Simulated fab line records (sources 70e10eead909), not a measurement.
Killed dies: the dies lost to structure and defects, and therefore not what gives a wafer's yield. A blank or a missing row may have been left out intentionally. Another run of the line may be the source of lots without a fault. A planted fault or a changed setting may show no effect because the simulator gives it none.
Struck lot and sound lot, side by side    flow nand harc    42 steps out of a route of 1159
Sound: these wafers, L872.1, L872.4, L872.6. Struck: wafer L880.2. (L880.6 of the same lot was not struck and is left out.) The cause comes at the end.
Order at every step that has rows: each side's tool, ch and its chambers, its first start. Under that, the readings that differ: sound wafers    struck wafers    difference of the means    sigmas: that difference in standard deviations of wafers without a fault.
alike: a reading whose means differ by less than 2 such deviations, as well as words and numbers matching on both sides. not compared: withheld readings; readings where some wafer has no value; bounds like >300 that might hide an equal value; numbers whose values overlap and for which the record gives no deviation.
Wherever a step has rows on one side only, a row that says differs or no value, or a row with sigmas, the two part there. Numbers that have no deviation but don't overlap get no sigmas and don't part them. A reading missing from all wafers of one side parts the sides only when that side holds two or more wafers.

NHARC_A_CONTACT_ETCH_111: etches the open film in C4F8/O2/Ar, time 140 s, target depth 700 nm.
  sound on har cap etch-03 ch 0,1, day 16 09:47; struck on har cap etch-03 ch 0, day 19 11:23
  not compared: rf hours counter h
then, 4 steps without rows for these wafers: NHARC_A_CONTACT_ETCH_112 (etches the open film in C4F8/O2/Ar, time 94 s, target depth 922 nm); NHARC_A_CONTACT_ETCH_113 (etches the open film in C4F8/O2/Ar, time 94 s, target depth 922 nm); NHARC_A_CONTACT_ETCH_114 (etches the open film in C4F8/O2/Ar, time 94 s, target depth 922 nm); NHARC_A_CONTACT_ETCH_115 (etches the open film in C4F8/O2/Ar, time 94 s, target depth 922 nm).
NHARC_A_CONTACT_ETCH_116: etches the open film in C4F8/O2/Ar, time 94 s, target depth 922 nm.
  sound on har cap etch-03 ch 0,1, day 16 10:21; struck on har cap etch-03 ch 0, day 19 12:08
  not compared: rf hours counter h
NHARC_A_CONTACT_ETCH_117: etches the open film in C4F8/O2/Ar, time 94 s, target depth 922 nm.
  sound on har cap etch-03 ch 0,1, day 16 10:26; struck on har cap etch-03 ch 0, day 19 12:16
  not compared: rf hours counter h
NHARC_A_CONTACT_ETCH_118: etches the open film in C4F8/O2/Ar, time 94 s, target depth 922 nm.
  sound on har cap etch-03 ch 0,1, day 16 10:32; struck on har cap etch-03 ch 0, day 19 12:23
  not compared: rf hours counter h
then, 4 steps without rows for these wafers: NHARC_A_CONTACT_ETCH_119 (etches the open film in C4F8/O2/Ar, time 94 s, target depth 922 nm); NHARC_A_CONTACT_ETCH_120 (etches the open film in C4F8/O2/Ar, time 94 s, target depth 922 nm); NHARC_A_CONTACT_ETCH_121 (etches the open film in C4F8/O2/Ar, time 94 s, target depth 922 nm); NHARC_A_CONTACT_ETCH_122 (etches the open film in C4F8/O2/Ar, time 95 s, target depth 930 nm).
NHARC_A_CONTACT_ETCH_123: etches the open film in C4F8/O2/Ar, time 253 s, target depth 1090 nm.
  sound on har cap etch-03 ch 0,1, day 16 10:59; struck on har cap etch-03 ch 0, day 19 12:59
  not compared: rf hours counter h
then, 2 steps without rows for these wafers: NHARC_A_CONTACT_ETCH_90 (etches the open film in CH3F/O2, target depth 40 nm, time 85.7 s); NHARC_A_CONTACT_ETCH_96 (etches the open film in C4F6/O2, target depth 20 nm, time 10 s).
NHARC_A_CONTACT_CD_MEAS_53:
  sound: cd sem-02 at day 16 11:50; struck: cd sem-02 at day 19 13:55
  alike: cd nm
then, 18 steps without rows for these wafers: NHARC_A_CONTACT_STRIP_99 (strips in N2/H2); NHARC_A_CONTACT_STRIP_100 (strips in CF4/CHF3); NHARC_A_CONTACT_STRIP_101 (strips in O2/COS); NHARC_A_CONTACT_ETCH_102 (etches the open film in CF4/O2, target depth 70 nm, overetch 7 nm, time 38.5 s); NHARC_A_CONTACT_STRIP_55 (strips in O2); NHARC_A_CONTACT_STRIP_56 (strips in post etch residue remover, time 600 s); NHARC_A_CONTACT_DEP_57 (deposits aC, target thk 2800 nm); NHARC_A_CONTACT_DEP_58 (deposits SiON, target thk 60 nm); NHARC_A_CONTACT_DEHYDRATE_59 (time 120 s); NHARC_A_CONTACT_HMDS_60 (time 30 s); NHARC_A_CONTACT_COAT_61 (time 75 s); NHARC_A_CONTACT_COAT_62 (time 65 s); NHARC_A_CONTACT_COAT_63 (resist thk 90 nm); NHARC_A_CONTACT_SOFTBAKE_64 (time 55 s); NHARC_A_CONTACT_EBR_65; NHARC_A_CONTACT_EXPOSE_66 (exposes mask A CC 2); NHARC_A_CONTACT_PEB_67 (peb time 65 s); NHARC_A_CONTACT_DEVELOP_68 (develop time 35 s).
NHARC_A_CONTACT_CD_MEAS_69: the cd target is 200 nm.
  sound on cd sem-02 ch 0, day 16 17:37; struck on cd sem-03 ch 0, day 19 18:40
  alike: cd nm
NHARC_A_CONTACT_OVL_MEAS_70:
  sound: overlay-02 at day 16 17:42; struck: overlay-02 at day 19 18:45
reading            sound           struck  difference  sigmas
overlay y nm (nm)  -1.9 -1.2 -1.8  0.6     +2.2        +3
  alike: overlay x nm
NHARC_A_CONTACT_DESCUM_74: chemistry O2, time 3 s.
  sound on rie diel-01 ch 0,1,3, day 16 17:53; struck on rie diel-04 ch 0, day 19 18:52
  alike: drypump motor current A, oes product au, rf vpp V, showerhead plenum p Torr, throttle valve pct
  not compared: rf hours counter h
then, 4 steps without rows for these wafers: NHARC_A_CONTACT_ETCH_75 (etches the open film in CF4, target depth 39 nm, time 65 s); NHARC_A_CONTACT_ETCH_76 (etches the open film in N2/H2, target depth 260 nm, time 475.3 s); NHARC_A_CONTACT_ETCH_77 (etches the open film in CF4/CHF3, target depth 72.6 nm, time 36.3 s); NHARC_A_CONTACT_ETCH_78 (etches the open film in O2/COS, target depth 2800 nm, time 728 s).
-- break in the record here, with 3 days between the starts of the struck wafers on either side (left off in module A_CONTACT, picked up again in module END, where the first step shown is number 1159 on the route) --
NHARC_END_SORT_01:
  here the record holds rows for the struck wafers (prober-01 ch 0, day 22 22:03) but none for the sound ones

WHERE THEY PART
Earliest at NHARC_A_CONTACT_OVL_MEAS_70; latest, in this record, at NHARC_END_SORT_01.

WHY: whatever the simulator had introduced
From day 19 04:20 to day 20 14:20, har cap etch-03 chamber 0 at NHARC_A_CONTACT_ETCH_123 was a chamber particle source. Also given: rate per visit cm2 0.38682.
